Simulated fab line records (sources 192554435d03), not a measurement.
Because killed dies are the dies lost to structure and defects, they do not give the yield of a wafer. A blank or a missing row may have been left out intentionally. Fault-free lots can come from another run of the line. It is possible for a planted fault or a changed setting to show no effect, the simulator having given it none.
fab line records	flow n5_finfet
record: lots: 10	wafers: 29	last_day: 17
route steps=1938 shown SD_EPI_P@320 BEOL_M4@1111 BEOL_M5@1112 PASSIVATION@1936
lots that met no fault: from a run of the same line without faults
start_h: start of the lot's first displayed wafer, in hours after the record's first day	wait_h: hours from the lot's prior step to this one	" unchanged from the row above	L1.1+2: one row covering several wafers at once	- no value, or no start was given	* or withheld: withheld	< > ~ a bound
route shown NAME@n: a module of which the file shows steps, and the number in the route of the first	usual: average and standard deviation across the fault-free wafers	same: alike in all rows	chamber/n: place in a boat	sites: each site's reading	_std_site: their standard deviation	_edge_site: outer sites' mean less inner sites'	radius_mm: how far each site lies from the wafer's centre	mask NAME#n: copy n	behind: the tool/chamber that last shaped the wafer	hold: reason for holding the lot/hours on hold/outcome of the hold	device: the n, p or np transistor that did not switch	end of line: the tests these same wafers got at the end of their route	step lacking rows: just its recipe	killed: dies that structure and defects cost at the first sort, which is not the same as the wafer's yield	map: per-die view of a wafer (x killed, . not killed, _ where there is no die)
set.NAME: the run value of the setting; set.NAME@STEP: its run value at that earlier step	model.NAME: the simulator's own value behind a step, which no gauge read
the route's steps for a sample of lots (tables are steps, rows are wafers)
services: the hour from which a tool's chamber was out of use, counted from the record's first day as start_h (under 0 if before that day), plus the number of hours and why
== steps ==
step: N5_SD_EPI_P_VAPOR_ETCH_44
recipe: chemistry: NF3/Ar	target: SiGe30	temp_c: 25	time_s: 3.3	mode: isotropic
lot.wafer	tool	chamber	start_h	wait_h
L688.4+5+6	epi_rpcvd-02	0	86.24	0.1
L691.2+3+6	epi_rpcvd-04	0	102.08	0.2
L692.1+2+6	epi_rpcvd-04	0	108.75	0.1
L694.1+2+4	epi_rpcvd-01	0	121.81	0.2
L695.1+3+4	epi_rpcvd-04	0	126.68	0.1
L696.3+5+6	epi_rpcvd-04	0	133.74	0.1
L697.1+2+3	epi_rpcvd-04	0	139.16	0.1
L699.1+2+5	epi_rpcvd-04	0	151.00	0.1
L703.1+2	epi_rpcvd-04	0	173.57	0.1
L706.3+4+6	epi_rpcvd-02	0	194.66	0.2
step: N5_BEOL_M4_RC_MEAS_101
usual: DIBL_N: 36.4/1.5	DIBL_P: 36.4/1.6	IOFF_N: 0.164/0.025	IOFF_P: 0.214/0.028	IOFF_P_85C: 3.7/0.41	IOFF_P_LIN: 0.101/0.011	ION_N: 675/9.9	ION_P: 463/6.5	REXT_P: 100.7/2.7	SS_N: 71.5/0.5	SS_P: 73.3/0.56	VT_N: 249.2/2.7	VT_P: -250.1/2.8	VT_P_LVT: -98.6/2.2
lot.wafer	tool	chamber	start_h	wait_h	DIBL_N[mV/V]	DIBL_P[mV/V]	IOFF_N[nA/um]	IOFF_P[nA/um]	IOFF_P_85C[nA/um]	IOFF_P_LIN[nA/um]	ION_N[uA/um]	ION_P[uA/um]	REXT_P[ohm.um]	SS_N[mV/dec]	SS_P[mV/dec]	VT_N[mV]	VT_P[mV]	VT_P_LVT[mV]
L688.4	prober-01	0	195.83	0.5	36.7	33.8	0.152	0.187	3.3	0.091	670	459	103.1	71.3	72.3	250.7	-252.1	-100.9
L688.5	"	0	"	"	38.0	35.8	0.176	0.214	3.7	0.100	691	470	104.3	71.4	74.1	247.4	-250.6	-99.1
L688.6	"	0	"	"	37.8	35.7	0.173	0.210	3.7	0.101	678	457	102.7	72.0	73.6	246.8	-251.4	-99.5
L691.2	prober-01	0	213.79	0.2	35.3	38.5	0.150	0.253	4.4	0.123	665	468	100.3	71.6	73.5	251.1	-244.9	-97.7
L691.3	"	0	"	"	35.9	37.9	0.158	0.246	4.3	0.119	671	469	101.8	71.8	74.0	251.9	-246.6	-97.6
L691.6	"	0	"	"	35.8	37.8	0.153	0.246	4.3	0.118	669	462	99.8	71.8	73.8	252.0	-245.0	-97.3
L692.1	prober-01	0	216.73	0.4	38.2	35.8	0.172	0.221	3.8	0.105	674	459	97.1	72.2	73.0	249.4	-249.3	-97.0
L692.2	"	0	"	"	38.7	36.1	0.184	0.239	4.0	0.111	681	470	96.4	72.0	73.4	246.6	-247.6	-96.4
L692.6	"	0	"	"	38.6	36.6	0.187	0.254	4.2	0.117	675	465	96.7	71.8	73.6	245.5	-248.3	-94.2
L694.1	prober-01	0	234.55	0.0	35.4	35.3	0.159	0.232	3.9	0.109	683	478	99.4	72.0	73.2	249.1	-247.9	-96.9
L694.2	"	0	"	"	36.5	37.1	0.188	0.260	4.3	0.118	695	477	99.5	72.6	73.9	244.5	-246.2	-96.2
L694.4	"	0	"	"	34.9	34.9	0.156	0.230	3.9	0.111	667	460	99.7	72.1	73.2	248.4	-246.7	-97.4
L695.1	prober-01	0	241.19	0.0	35.4	35.4	0.137	0.176	3.1	0.083	668	456	98.9	70.9	72.5	254.7	-254.9	-102.7
L695.3	"	0	"	"	33.9	34.3	0.121	0.169	3.0	0.081	661	455	99.2	70.4	73.0	255.1	-252.1	-102.3
L695.4	"	0	"	"	36.6	37.4	0.166	0.209	3.6	0.094	668	452	99.8	71.3	73.3	247.1	-252.9	-99.4
L697.1	prober-01	0	243.32	0.0	37.4	38.4	0.186	0.244	4.0	0.111	676	466	97.1	71.7	73.3	248.0	-251.3	-94.1
L697.2	"	0	"	"	37.2	38.6	0.181	0.239	4.0	0.111	677	464	95.7	71.7	73.4	249.7	-250.6	-95.0
L697.3	"	0	"	"	37.9	38.8	0.203	0.244	4.1	0.111	679	458	97.4	72.0	73.5	248.6	-246.8	-95.7
L696.3	prober-01	0	244.56	0.5	31.7	32.8	0.103	0.155	2.8	0.081	652	451	104.1	70.7	71.8	256.0	-251.5	-101.3
L696.5	"	0	"	"	33.6	35.4	0.128	0.193	3.4	0.095	664	465	104.4	70.8	72.8	252.9	-250.6	-97.6
L696.6	"	0	"	"	34.8	36.4	0.140	0.198	3.5	0.095	672	470	102.9	70.8	73.1	250.1	-249.8	-97.6
L699.1	prober-02	0	269.79	0.4	36.1	35.7	0.175	0.209	3.7	0.096	686	466	103.4	71.6	72.9	244.6	-251.3	-99.8
L699.2	"	0	"	"	34.7	44.1	0.146	0.590	8.9	0.222	675	513	87.6	71.5	74.4	250.2	-232.2	-82.4
L699.5	"	0	"	"	36.1	46.2	0.174	0.653	9.5	0.231	682	508	88.3	71.4	75.8	249.9	-232.7	-81.7
L703.1	prober-01	0	288.38	0.0	37.0	37.4	0.161	0.218	3.8	0.100	674	463	99.9	71.5	73.1	247.9	-252.6	-96.5
L703.2	"	0	"	"	36.1	46.7	0.150	0.626	9.1	0.228	677	513	85.4	72.0	75.0	247.4	-231.0	-78.8
L706.3	prober-02	0	303.39	0.3	37.4	37.1	0.184	0.225	4.0	0.108	675	464	102.6	71.4	73.8	246.9	-250.5	-96.2
L706.4	"	0	"	"	36.6	36.1	0.164	0.212	3.7	0.099	674	457	102.9	71.6	73.7	251.0	-251.4	-96.5
L706.6	"	0	"	"	37.8	36.8	0.174	0.218	3.8	0.103	678	459	104.3	71.2	74.1	249.6	-249.9	-97.3
step: N5_BEOL_M5_ILD_DEP_00
recipe: material: SiCOH_lowk	target_thk_a: 1406.4	temp_c: 300	precursor: DEMS/porogen	pressure_torr: 5	rf_w: 500	time_s: 25.9
usual: heater_power_w: 286/34	showerhead_plenum_p_Torr: 5.743/0.017	throttle_valve_pct: 14.0/0.52
lot.wafer	tool	chamber	start_h	wait_h	heater_power_w	showerhead_plenum_p_Torr	throttle_valve_pct
L688.4	pecvd-03	1	196.35	0.4	300	5.735	13.8
L688.5	"	2	"	"	309	5.737	13.9
L688.6	"	0	"	"	297	5.763	13.5
L691.2	pecvd-04	1	214.60	0.7	289	5.711	14.8
L691.3	"	0	"	"	237	5.730	14.3
L691.6	"	1	"	"	288	5.715	15.0
L692.1	pecvd-03	0	217.70	0.8	270	5.762	13.6
L692.2	"	1	"	"	304	5.750	13.8
L692.6	"	2	"	"	307	5.734	13.9
L694.1	pecvd-04	2	235.52	0.8	256	5.765	13.9
L694.2	"	1	"	"	265	5.730	15.0
L694.4	"	0	"	"	243	5.736	14.3
L695.1	pecvd-04	2	242.16	0.8	305	5.765	13.9
L695.3	"	0	"	"	249	5.748	14.2
L695.4	"	2	"	"	312	5.771	14.1
L697.1	pecvd-04	1	244.30	0.8	271	5.729	14.7
L697.2	"	2	"	"	311	5.744	14.2
L697.3	"	0	"	"	250	5.755	14.2
L696.3	pecvd-03	0	245.22	0.5	248	5.763	13.4
L696.5	"	1	"	"	257	5.746	14.1
L696.6	"	2	"	"	287	5.729	13.9
L699.1	pecvd-04	2	270.76	0.8	305	5.747	14.1
L699.2	"	1	"	"	297	5.692	15.2
L699.5	"	0	"	"	256	5.740	14.5
L703.1	pecvd-04	2	289.34	0.8	309	5.753	14.0
L703.2	"	0	"	"	217	5.748	14.2
L706.3	pecvd-04	2	304.05	0.5	325	5.763	14.1
L706.4	"	0	"	"	233	5.736	14.1
L706.6	"	1	"	"	260	5.724	15.0
step: N5_BEOL_M5_THK_MEAS_01
recipe: reads: SiCOH_lowk_of_BEOL_M5_ILD_DEP_00
usual: M5_ILD_THK: 121.3/1.4
lot.wafer	tool	chamber	start_h	wait_h	M5_ILD_THK[nm]
L688.4	film_metro-01	-	196.91	0.2	120.9
L688.5	"	-	"	"	123.2
L688.6	"	-	"	"	122.0
L691.2	film_metro-02	-	215.17	0.4	121.6
L691.3	"	-	"	"	120.9
L691.6	"	-	"	"	123.5
L692.1	film_metro-02	-	218.27	0.4	120.6
L692.2	"	-	"	"	120.0
L692.6	"	-	"	"	121.8
L694.1	film_metro-01	-	236.11	0.4	121.0
L694.2	"	-	"	"	120.1
L694.4	"	-	"	"	123.1
L695.1	film_metro-02	-	242.74	0.4	120.9
L695.3	"	-	"	"	121.6
L695.4	"	-	"	"	123.1
L697.1	film_metro-01	-	244.87	0.4	121.6
L697.2	"	-	"	"	120.7
L697.3	"	-	"	"	119.1
L696.3	film_metro-02	-	245.79	0.3	120.1
L696.5	"	-	"	"	121.7
L696.6	"	-	"	"	121.4
L699.1	film_metro-01	-	271.33	0.4	119.9
L699.2	"	-	"	"	120.1
L699.5	"	-	"	"	120.8
L703.1	film_metro-02	-	290.06	0.4	121.6
L703.2	"	-	"	"	122.4
L706.3	film_metro-01	-	304.63	0.3	120.9
L706.4	"	-	"	"	121.4
L706.6	"	-	"	"	122.9
step: N5_BEOL_M5_PECVD_70
recipe: material: SiO2	target_thk_a: 160	temp_c: 400	precursor: TEOS/O2	pressure_torr: 5.5	rf_w: 450	teos_flow_sccm: 53.8	gas: O2	flow_sccm: 3000	time_s: 18
usual: heater_power_w: 701/82	showerhead_plenum_p_Torr: 8.80/0.067	throttle_valve_pct: 22.1/0.92
lot.wafer	tool	chamber	start_h	wait_h	heater_power_w	showerhead_plenum_p_Torr	throttle_valve_pct
L688.4	pecvd-04	2	196.96	0.1	625	8.85	22.4
L688.5	"	0	"	"	577	8.81	22.7
L688.6	"	1	"	"	643	8.71	24.2
L691.2	pecvd-02	0	215.21	0.0	827	8.91	22.5
L691.3	"	1	"	"	740	8.76	21.5
L691.6	"	1	"	"	747	8.76	21.7
L692.1	pecvd-02	2	218.31	0.0	851	8.76	20.6
L692.2	"	1	"	"	654	8.76	21.6
L692.6	"	2	"	"	851	8.77	20.5
L694.1	pecvd-03	1	236.14	0.0	724	8.79	22.3
L694.2	"	2	"	"	590	8.73	22.0
L694.4	"	1	"	"	714	8.78	22.4
L695.1	pecvd-02	1	242.77	0.0	662	8.79	21.8
L695.3	"	2	"	"	806	8.77	20.8
L695.4	"	2	"	"	812	8.78	20.6
L697.1	pecvd-02	2	244.91	0.0	721	8.75	20.6
L697.2	"	1	"	"	716	8.76	21.7
L697.3	"	0	"	"	750	8.88	22.8
L696.3	pecvd-02	0	245.83	0.0	820	8.89	22.5
L696.5	"	2	"	"	865	8.78	20.6
L696.6	"	1	"	"	666	8.79	21.5
L699.1	pecvd-03	2	271.37	0.0	663	8.74	22.2
L699.2	"	0	"	"	621	8.91	21.8
L699.5	"	0	"	"	631	8.90	21.7
L703.1	pecvd-03	1	290.09	0.0	768	8.79	22.3
L703.2	"	2	"	"	623	8.76	22.7
L706.3	pecvd-03	2	304.66	0.0	594	8.74	22.7
L706.4	"	1	"	"	640	8.79	22.3
L706.6	"	0	"	"	629	8.90	21.4
step: N5_PASSIVATION_PROBE_49
usual: defect_limited_yield: 91.1/1.4	killed_at_M0_to_M3: 35/8.7	killed_at_M4_up: 14/5.3	killed_at_contacts: 12/6.2	killed_at_front_end: 41/12	killed_at_other: 3.4/2.6	killed_dies: 105/16	killed_open: 67/13	killed_short: 36/7.3	sort_bin_4_leakage: 0/0	sort_bin_5_function: 5.2/0.96	sort_bin_6_memory: 3.3/0.6	sort_n_pass: 1075/16	sort_yield_pct: 91.1/1.4
same: gross_dies: 1180	killed_at_back_side: 0	sort_bin_8_speed[%]: 0
lot.wafer	tool	chamber	start_h	wait_h	defect_limited_yield[%]	killed_at_M0_to_M3	killed_at_M4_up	killed_at_contacts	killed_at_front_end	killed_at_other	killed_dies	killed_open	killed_short	sort_bin_4_leakage[%]	sort_bin_5_function[%]	sort_bin_6_memory[%]	sort_n_pass	sort_yield_pct[%]
L688.4	prober-01	-	290.67	0.4	90.7	45	16	9	39	1	110	78	32	0	5.9	3.1	1070	90.7
L688.5	prober-01	-	290.72	0.4	90.7	41	10	7	52	0	110	66	41	0	5.7	3.1	1070	90.7
L688.6	prober-01	-	290.77	0.5	88.5	47	6	10	68	5	136	92	42	0	6.8	4.3	1044	88.5
L692.1	prober-02	-	317.92	0.0	88.6	41	24	22	45	2	134	83	50	0	7.2	3.7	1046	88.6
L692.2	prober-02	-	317.97	0.1	91.0	36	18	18	29	5	106	78	27	0	5.5	3.4	1074	91.0
L692.6	prober-02	-	318.17	0.3	90.3	51	9	18	37	0	115	69	46	0	5.3	4.1	1065	90.3
L691.2	prober-01	-	318.68	0.1	92.1	23	15	12	39	4	93	60	30	0	4.7	3.0	1087	92.1
L691.3	prober-01	-	318.73	0.1	92.9	25	12	9	35	3	84	48	32	0	3.4	3.5	1096	92.9
L691.6	prober-01	-	318.88	0.3	93.1	27	15	9	29	1	81	49	32	0	3.7	3.1	1099	93.1
L694.1	prober-01	-	336.10	0.0	91.7	38	12	10	37	1	98	59	36	0	5.2	2.7	1082	91.7
L694.2	prober-01	-	336.15	0.1	91.0	36	8	13	45	4	106	60	41	0	4.9	3.1	1074	91.0
L694.4	prober-01	-	336.25	0.2	91.1	32	3	16	46	8	105	66	38	0	5.8	2.7	1075	91.1
L696.3	prober-02	-	345.40	0.1	89.2	39	21	17	45	5	127	86	39	0	6.2	4.2	1053	89.2
L696.5	prober-02	-	345.50	0.2	93.8	19	19	6	28	1	73	50	19	0	3.8	1.9	1107	93.8
L696.6	prober-02	-	345.55	0.3	92.6	17	10	13	42	5	87	54	32	0	4.0	3.0	1093	92.6
L697.1	prober-02	-	346.53	0.3	90.6	31	12	17	42	9	111	78	31	0	5.8	3.1	1069	90.6
L697.2	prober-02	-	346.58	0.3	91.2	39	20	10	21	14	104	65	38	0	5.5	2.9	1076	91.2
L697.3	prober-02	-	346.63	0.4	92.4	26	20	10	29	5	90	59	30	0	4.6	2.8	1090	92.4
L695.1	prober-02	-	347.91	0.2	89.6	38	7	11	64	3	123	79	42	0	6.6	3.3	1057	89.6
L695.3	prober-02	-	348.01	0.3	91.4	29	17	6	43	7	102	67	35	0	5.3	3.2	1078	91.4
L695.4	prober-02	-	348.06	0.3	91.9	36	4	5	50	1	96	58	37	0	5.0	2.5	1084	91.9
L699.1	prober-02	-	364.91	0.0	88.3	33	12	19	70	4	138	93	44	0	6.3	4.7	1042	88.3
L699.2	prober-02	-	364.96	0.1	87.9	46	11	36	45	5	143	96	47	27.88	6.9	4.6	708	60.0
L699.5	prober-02	-	365.11	0.2	91.4	32	19	19	26	6	102	73	27	51.02	4.9	3.5	476	40.3
L703.1	prober-01	-	398.14	0.0	90.5	33	23	20	32	4	112	72	40	0	5.3	3.9	1068	90.5
L703.2	prober-01	-	398.19	0.1	88.1	54	15	15	53	3	140	99	41	29.66	6.9	4.5	690	58.5
L706.3	prober-01	-	410.74	0.1	89.9	32	15	26	46	0	119	80	38	0	5.3	4.4	1061	89.9
L706.4	prober-01	-	410.79	0.2	90.9	45	9	25	27	1	107	70	36	0	5.7	3.3	1073	90.9
L706.6	prober-01	-	410.89	0.3	92.0	21	16	23	33	1	94	56	36	0	4.6	3.2	1086	92.0
killed by level:class
L688.4 BEOL_M1:geometric_particle:open=14 FIN_SAQP:geometric_particle:open=11 BEOL_M2:geometric_particle:open=10 FIN_SAQP:geometric_particle:short=9 BEOL_M3:geometric_particle:open=8 MOL_CONTACT_COAG:geometric_particle:open=7 GATE_CUT:geometric_particle:short=5 BEOL_M5:geometric_particle:open=5
L688.5 FIN_SAQP:geometric_particle:open=19 FIN_SAQP:geometric_particle:short=14 BEOL_M0_SAQP:geometric_particle:open=8 GATE_CUT:geometric_particle:short=6 MOL_CONTACT_COAG:geometric_particle:open=6 BEOL_M0_SAQP:geometric_particle:short=6 BEOL_M1:geometric_particle:open=6 BEOL_M2:geometric_particle:open=5
L688.6 FIN_SAQP:geometric_particle:open=23 BEOL_M0_SAQP:geometric_particle:open=20 FIN_SAQP:geometric_particle:short=17 STI_FIN_REVEAL:geometric_particle:open=15 BEOL_M0_SAQP:geometric_particle:short=11 BEOL_M3:geometric_particle:open=8 BEOL_M1:geometric_particle:open=7 MOL_CONTACT_COAG:geometric_particle:short=5
L692.1 MOL_CONTACT_COAG:geometric_particle:open=15 FIN_SAQP:geometric_particle:short=13 BEOL_M4:geometric_particle:open=12 BEOL_M0_SAQP:geometric_particle:open=9 BEOL_M3:geometric_particle:open=9 GATE_CUT:geometric_particle:short=7 MOL_CONTACT_COAG:geometric_particle:short=7 BEOL_M0_SAQP:geometric_particle:short=7
L692.2 FIN_SAQP:geometric_particle:open=13 BEOL_M4:geometric_particle:open=12 MOL_CONTACT_COAG:geometric_particle:open=12 BEOL_M0_SAQP:geometric_particle:open=9 BEOL_M1:geometric_particle:open=7 BEOL_M3:geometric_particle:open=7 MOL_CONTACT_COAG:geometric_particle:short=6 BEOL_M2:geometric_particle:open=6
L692.6 BEOL_M0_SAQP:geometric_particle:short=18 MOL_CONTACT_COAG:geometric_particle:open=11 BEOL_M0_SAQP:geometric_particle:open=10 FIN_SAQP:geometric_particle:open=8 MOL_CONTACT_COAG:geometric_particle:short=7 BEOL_M4:geometric_particle:open=7 FIN_SAQP:geometric_particle:short=5 DUMMY_GATE:geometric_particle:open=5
L691.2 MOL_CONTACT_COAG:geometric_particle:open=10 BEOL_M2:geometric_particle:open=10 FIN_SAQP:geometric_particle:short=6 DUMMY_GATE:geometric_particle:open=6 BEOL_M4:geometric_particle:open=5 FIN_SAQP:geometric_particle:open=4 STI_FIN_REVEAL:geometric_particle:open=4 STARTING-WAFER:geometric_particle:open=4
L691.3 FIN_SAQP:geometric_particle:short=8 FIN_SAQP:geometric_particle:open=8 MOL_CONTACT_COAG:geometric_particle:open=8 BEOL_M3:geometric_particle:short=6 STI_FIN_REVEAL:geometric_particle:open=5 BEOL_M0_SAQP:geometric_particle:open=5 BEOL_M2:geometric_particle:open=5 DUMMY_GATE:geometric_particle:open=4
L691.6 BEOL_M1:geometric_particle:open=10 FIN_SAQP:geometric_particle:open=8 FIN_SAQP:geometric_particle:short=7 MOL_CONTACT_COAG:geometric_particle:open=7 BEOL_M4:geometric_particle:open=6 BEOL_M0_SAQP:geometric_particle:short=4 STI_FIN_REVEAL:geometric_particle:open=3 GATE_CUT:geometric_particle:short=3
L694.1 BEOL_M0_SAQP:geometric_particle:short=12 MOL_CONTACT_COAG:geometric_particle:open=9 BEOL_M2:geometric_particle:open=8 GATE_CUT:geometric_particle:short=7 DUMMY_GATE:geometric_particle:open=6 BEOL_M0:geometric_particle:open=6 STI_FIN_REVEAL:geometric_particle:open=4 GATE_CUT:geometric_particle:open=4
L694.2 BEOL_M0_SAQP:geometric_particle:short=13 BEOL_M0_SAQP:geometric_particle:open=11 MOL_CONTACT_COAG:geometric_particle:open=10 STI_FIN_REVEAL:geometric_particle:open=8 GATE_CUT:geometric_particle:short=8 BEOL_M3:geometric_particle:open=6 FIN_SAQP:geometric_particle:short=4 HKMG_FIN:area_etch=4
L694.4 BEOL_M0_SAQP:geometric_particle:open=13 MOL_CONTACT_COAG:geometric_particle:open=13 FIN_SAQP:geometric_particle:short=12 GATE_CUT:geometric_particle:short=9 FIN_SAQP:geometric_particle:open=8 BEOL_M0_SAQP:geometric_particle:short=6 STI_FIN_REVEAL:geometric_particle:open=5 BEOL_M1:geometric_particle:open=4
L696.3 MOL_CONTACT_COAG:geometric_particle:open=13 BEOL_M4:geometric_particle:open=12 FIN_SAQP:geometric_particle:open=11 BEOL_M1:geometric_particle:open=8 BEOL_M2:geometric_particle:open=8 BEOL_M3:geometric_particle:open=7 FIN_SAQP:geometric_particle:short=6 DUMMY_GATE:geometric_particle:open=6
L696.5 BEOL_M4:geometric_particle:open=9 STI_FIN_REVEAL:geometric_particle:open=5 GATE_CUT:geometric_particle:short=5 MOL_CONTACT_COAG:geometric_particle:open=5 BEOL_M2:geometric_particle:open=5 BEOL_M3:geometric_particle:open=5 BEOL_M6:geometric_particle:open=4 DUMMY_GATE:geometric_particle:open=3
L696.6 MOL_CONTACT_COAG:geometric_particle:open=11 STI_FIN_REVEAL:geometric_particle:open=7 GATE_CUT:geometric_particle:short=6 STARTING-WAFER:geometric_particle:open=6 DUMMY_GATE:geometric_particle:open=5 BEOL_M0_SAQP:geometric_particle:open=5 PAD_METAL:geometric_particle:short=4 ILD0:geometric_particle:open=4
L697.1 MOL_CONTACT_COAG:geometric_particle:open=15 STI_FIN_REVEAL:geometric_particle:open=11 BEOL_M0_SAQP:geometric_particle:short=10 BEOL_M0_SAQP:geometric_particle:open=9 FIN_SAQP:geometric_particle:open=8 GATE_CUT:geometric_particle:short=7 BEOL_M2:geometric_particle:open=5 MIM_BOT:geometric_particle:open=5
L697.2 BEOL_M0_SAQP:geometric_particle:short=10 MOL_CONTACT_COAG:geometric_particle:open=9 BEOL_M4:geometric_particle:open=9 BEOL_M0_SAQP:geometric_particle:open=8 GATE_CUT:geometric_particle:short=7 BEOL_M2:geometric_particle:open=7 STI_FIN_REVEAL:geometric_particle:open=5 BEOL_M1:geometric_particle:short=4
L697.3 BEOL_M0_SAQP:geometric_particle:short=11 STI_FIN_REVEAL:geometric_particle:open=10 MOL_CONTACT_COAG:geometric_particle:open=8 BEOL_M0_SAQP:geometric_particle:open=8 BEOL_M4:geometric_particle:open=8 FIN_SAQP:geometric_particle:open=4 FIN_SAQP:geometric_particle:short=3 STI_FIN_REVEAL:geometric_particle:short=3
L695.1 FIN_SAQP:geometric_particle:open=27 FIN_SAQP:geometric_particle:short=11 BEOL_M0_SAQP:geometric_particle:open=10 BEOL_M2:geometric_particle:open=8 BEOL_M3:geometric_particle:open=8 MOL_CONTACT_COAG:geometric_particle:open=7 STI_FIN_REVEAL:geometric_particle:open=6 BEOL_M0_SAQP:geometric_particle:short=6
L695.3 FIN_SAQP:geometric_particle:open=18 FIN_SAQP:geometric_particle:short=9 BEOL_M3:geometric_particle:open=9 BEOL_M4:geometric_particle:open=7 BEOL_M0_SAQP:geometric_particle:short=6 BEOL_M0_SAQP:geometric_particle:open=5 MOL_CONTACT_COAG:geometric_particle:open=4 STI_FIN_REVEAL:geometric_particle:open=3
L695.4 BEOL_M3:geometric_particle:open=12 FIN_SAQP:geometric_particle:short=9 GATE_CUT:geometric_particle:short=8 BEOL_M0_SAQP:geometric_particle:open=8 FIN_SAQP:geometric_particle:open=7 GATE_CUT:geometric_particle:open=6 STI_FIN_REVEAL:geometric_particle:open=4 BEOL_M0_SAQP:geometric_particle:short=4
L699.1 FIN_SAQP:geometric_particle:open=33 MOL_CONTACT_COAG:geometric_particle:open=19 FIN_SAQP:geometric_particle:short=18 BEOL_M1:geometric_particle:open=12 BEOL_M0_SAQP:geometric_particle:short=5 GATE_CUT:geometric_particle:short=5 BEOL_M0_SAQP:geometric_particle:open=5 BEOL_M1:geometric_particle:short=4
L699.2 MOL_CONTACT_COAG:geometric_particle:open=28 FIN_SAQP:geometric_particle:open=22 FIN_SAQP:geometric_particle:short=13 BEOL_M1:geometric_particle:open=12 BEOL_M0_SAQP:geometric_particle:short=9 BEOL_M2:geometric_particle:open=8 MOL_CONTACT_COAG:geometric_particle:short=8 BEOL_M3:geometric_particle:open=7
L699.5 MOL_CONTACT_COAG:geometric_particle:open=17 FIN_SAQP:geometric_particle:short=11 BEOL_M0_SAQP:geometric_particle:open=8 BEOL_M1:geometric_particle:open=8 BEOL_M4:geometric_particle:open=7 FIN_SAQP:geometric_particle:open=5 BEOL_M0_SAQP:geometric_particle:short=5 BEOL_M2:geometric_particle:open=4
L703.1 MOL_CONTACT_COAG:geometric_particle:open=17 BEOL_M4:geometric_particle:open=17 BEOL_M0_SAQP:geometric_particle:short=11 FIN_SAQP:geometric_particle:short=6 BEOL_M0_SAQP:geometric_particle:open=6 BEOL_M3:geometric_particle:open=5 STI_FIN_REVEAL:geometric_particle:open=4 ILD0:geometric_particle:short=4
L703.2 STI_FIN_REVEAL:geometric_particle:open=20 BEOL_M0_SAQP:geometric_particle:open=17 MOL_CONTACT_COAG:geometric_particle:open=14 BEOL_M0_SAQP:geometric_particle:short=14 BEOL_M3:geometric_particle:open=11 STI_FIN_REVEAL:geometric_particle:short=7 BEOL_M2:geometric_particle:open=6 BEOL_M4:geometric_particle:open=6
L706.3 MOL_CONTACT_COAG:geometric_particle:open=20 FIN_SAQP:geometric_particle:short=10 STI_FIN_REVEAL:geometric_particle:open=10 BEOL_M1:geometric_particle:open=7 FIN_SAQP:geometric_particle:open=6 GATE_CUT:geometric_particle:short=6 MOL_CONTACT_COAG:geometric_particle:short=6 BEOL_M0_SAQP:geometric_particle:open=6
L706.4 MOL_CONTACT_COAG:geometric_particle:open=18 BEOL_M0_SAQP:geometric_particle:open=10 GATE_CUT:geometric_particle:short=8 BEOL_M0_SAQP:geometric_particle:short=7 BEOL_M1:geometric_particle:open=7 BEOL_M2:geometric_particle:open=7 MOL_CONTACT_COAG:geometric_particle:short=6 BEOL_M3:geometric_particle:open=6
L706.6 MOL_CONTACT_COAG:geometric_particle:open=20 BEOL_M0_SAQP:geometric_particle:short=8 FIN_SAQP:geometric_particle:open=7 GATE_CUT:geometric_particle:short=6 FIN_SAQP:geometric_particle:short=5 BEOL_M1:geometric_particle:short=4 BEOL_M4:geometric_particle:open=4 STI_FIN_REVEAL:geometric_particle:open=3
== services ==
tool	chamber	start_h	hours	kind
pecvd-04	0	63.58	5.5	scheduled_down
pecvd-04	1	69.04	2.1	scheduled_down
pecvd-02	-	77.80	1.1	repair
pecvd-03	0	103.26	4.4	repair
pecvd-03	0	108.42	2.1	scheduled_down
pecvd-03	1	109.45	10.3	repair
pecvd-02	1	130.79	14.1	repair
epi_rpcvd-04	-	149.76	0.6	repair
epi_rpcvd-01	-	157.35	1.4	repair
pecvd-03	-	158.28	0.6	repair
pecvd-02	0	159.04	18.5	repair
pecvd-03	1	189.22	5.5	scheduled_down
pecvd-04	2	218.76	5.5	scheduled_down
pecvd-02	0	274.56	2.1	scheduled_down
epi_rpcvd-01	-	278.92	8.1	pm
pecvd-04	1	284.82	5.5	scheduled_down
pecvd-03	0	288.33	5.5	scheduled_down
== key ==
first_sign: step: N5_BEOL_M4_RC_MEAS_101	reading: IOFF_P	direction: up	sigmas: 14	usual: 0.214	struck: 0.623
effect: step: N5_BEOL_M4_RC_MEAS_101	reading: IOFF_P_85C	direction: up	sigmas: 13	usual: 3.7	struck: 9.1
effect: step: N5_BEOL_M4_RC_MEAS_101	reading: IOFF_P_LIN	direction: up	sigmas: 11	usual: 0.101	struck: 0.227
effect: step: N5_BEOL_M4_RC_MEAS_101	reading: VT_P_LVT	direction: up	sigmas: 7.9	usual: -98.6	struck: -81.0
effect: step: N5_BEOL_M4_RC_MEAS_101	reading: ION_P	direction: up	sigmas: 7.6	usual: 463	struck: 512
effect: step: N5_BEOL_M4_RC_MEAS_101	reading: VT_P	direction: up	sigmas: 6.6	usual: -250.1	struck: -232.0
effect: step: N5_BEOL_M4_RC_MEAS_101	reading: DIBL_P	direction: up	sigmas: 5.9	usual: 36.4	struck: 45.6
effect: step: N5_BEOL_M4_RC_MEAS_101	reading: REXT_P	direction: down	sigmas: 5	usual: 100.7	struck: 87.1
effect: step: N5_BEOL_M4_RC_MEAS_101	reading: SS_P	direction: up	sigmas: 3.1	usual: 73.3	struck: 75.0
effect: step: N5_PASSIVATION_PROBE_49	reading: sort_bin_4_leakage	direction: up	sigmas: 99+	usual: 0	struck: 36.19
met_at N5_SD_EPI_P_VAPOR_ETCH_44
struck_lots L699,L703
struck_wafers L699.2,L699.5,L703.2
not_acting_at N5_BEOL_M5_ILD_DEP_00,N5_BEOL_M5_THK_MEAS_01,N5_BEOL_M5_PECVD_70
onset_between 139.16 151.00
fault: kind: process_parameter_drift	tool: epi_rpcvd-04	chamber: -	onset_h: 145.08	steps: N5_SD_EPI_P_VAPOR_ETCH_44	channel: time_s	offset: *	shape: step	end_h: 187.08	scope: struck_wafers_only	acts_in: *	stated: *
